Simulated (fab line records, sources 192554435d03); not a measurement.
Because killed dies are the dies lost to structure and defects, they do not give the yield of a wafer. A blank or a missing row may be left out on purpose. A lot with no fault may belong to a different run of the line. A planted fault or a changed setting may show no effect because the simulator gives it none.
Split-lot experiment + flow n5Finfet + on a route of 1938 steps: 7 lots, 21 wafers read

THE SPLIT ITSELF
At N5_BEOL_M1_VIA_ETCH_34 (etches the open film in C4F6/O2, target depth 67.8 nm, time 64.4 s), the setting timeS was moved away from the recipe's 64.4 s on 5 of the 21 wafers read, by -9.3% to +22.0%. For the rest of the wafers, this setting stayed at what the recipe calls for.

Reading taken at the split's own step.

THE READING
SOC_of_BEOL_M1_COAT_67.thkNm (the simulator's own value, which no gauge read), in nm, at N5_BEOL_M1_VIA_ETCH_34 (etches the open film in C4F6/O2, target depth 67.8 nm, time 64.4 s). There is no usual value for it anywhere in the file. Here, 16 wafers ran the recipe; their average is 52.1 nm with a standard deviation of 0.3 nm.

| wafer  | tool, chamber at the split | timeS as run, s | against the recipe | SOC_of_BEOL_M1_COAT_67.thkNm, nm | against lot-mates on the recipe |
|--------|----------------------------|-----------------|--------------------|----------------------------------|---------------------------------|
| L076.2 | rieDiel-01, 3              | 64.4            | recipe             | 52                               | -                               |
| L076.3 | rieDiel-01, 2              | 64.4            | recipe             | 52                               | -                               |
| L076.4 | rieDiel-01, 0              | 64.4            | recipe             | 52.4                             | -                               |
| L081.2 | rieDiel-02, 0              | 58.43           | -9.3%              | 53                               | +0.4                            |
| L081.4 | rieDiel-02, 1              | 64.4            | recipe             | 52.6                             | -                               |
| L081.5 | rieDiel-02, 3              | 58.43           | -9.3%              | 53.2                             | +0.6                            |
| L080.1 | rieDiel-01, 1              | 64.4            | recipe             | 52.2                             | -                               |
| L080.4 | rieDiel-01, 2              | 64.4            | recipe             | 52.2                             | -                               |
| L080.6 | rieDiel-01, 3              | 64.4            | recipe             | 52.2                             | -                               |
| L082.1 | rieDiel-03, 1              | 64.4            | recipe             | 51.8                             | -                               |
| L082.2 | rieDiel-03, 3              | 64.4            | recipe             | 52                               | -                               |
| L082.6 | rieDiel-03, 2              | 72.32           | +12.3%             | 51                               | -0.9                            |
| L088.2 | rieDiel-01, 3              | 64.4            | recipe             | 51.6                             | -                               |
| L088.5 | rieDiel-01, 2              | 64.4            | recipe             | 51.6                             | -                               |
| L088.6 | rieDiel-01, 1              | 78.56           | +22.0%             | 49.8                             | -1.8                            |
| L095.2 | rieDiel-03, 0              | 64.4            | recipe             | 52                               | -                               |
| L095.3 | rieDiel-03, 3              | 64.4            | recipe             | 52                               | -                               |
| L095.4 | rieDiel-03, 2              | 64.4            | recipe             | 51.8                             | -                               |
| L097.2 | rieDiel-01, 0              | 69.21           | +7.5%              | 52.2                             | -0.3                            |
| L097.4 | rieDiel-01, 1              | 64.4            | recipe             | 52.4                             | -                               |
| L097.5 | rieDiel-01, 0              | 64.4            | recipe             | 52.6                             | -                               |

FIT RESULTS
A straight line over all 21 wafers: SOC_of_BEOL_M1_COAT_67.thkNm changes by -0.0959 nm for each +1% of timeS; r = -0.88; the points scatter about the line by 0.34 nm.
The same after taking each lot's own level away (the mean of its wafers on the recipe; 21 wafers): -0.0716 nm for each +1%; r = -0.96; scatter 0.14 nm.
According to that fit, moving timeS by its largest amount changes the reading by 1.6 nm.
Across the lots, their own levels run from 51.60 to 52.60 nm, a range of 3.3 times the standard deviation given above.
So the slope is not independent of the lot-to-lot level: the two fits are not the same.
Check: with one of the wafers moved furthest among these (+22.0%) left out of the fit, the line predicts -1.32 nm for it against its lot-mates. Against them it came out at -1.8 nm.

OTHER SPLITS ON THESE WAFERS
Before the reading, these wafers also passed through other splits. Each is held against what the fit with the lots' levels taken away leaves over:
| other split on the same wafers | wafers away from the commonest value | r with SOC_of_BEOL_M1_COAT_67.thkNm (lot level and that fit taken away) |
|--------------------------------|--------------------------------------|-------------------------------------------------------------------------|
| N5_BEOL_M1_COAT_61 spinRpm     | 7                                    | +0.03                                                                   |
| N5_BEOL_M1_COAT_05 spinRpm     | 7                                    | +0.07                                                                   |

THE WHOLE CHAIN: every reading that the file lists as answering this split, in the file's order
| step                   | what it does                                                       | reading                                                                       | change (the file's fit)                | r (the file's) |
|------------------------|--------------------------------------------------------------------|-------------------------------------------------------------------------------|----------------------------------------|----------------|
| N5_BEOL_M1_VIA_ETCH_34 | etches the open film in C4F6/O2, target depth 67.8 nm, time 64.4 s | etch.depthNm (the simulator's own value, which no gauge read)                 | +0.589 nm for each +1% of the setting  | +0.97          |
| N5_BEOL_M1_VIA_ETCH_34 | etches the open film in C4F6/O2, target depth 67.8 nm, time 64.4 s | SOC_of_BEOL_M1_COAT_67.thkNm (the simulator's own value, which no gauge read) | -0.0741 nm for each +1% of the setting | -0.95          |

FILE'S OWN FIT
SOC_of_BEOL_M1_COAT_67.thkNm changes by -0.0741 nm for each +1% of timeS, r = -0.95.
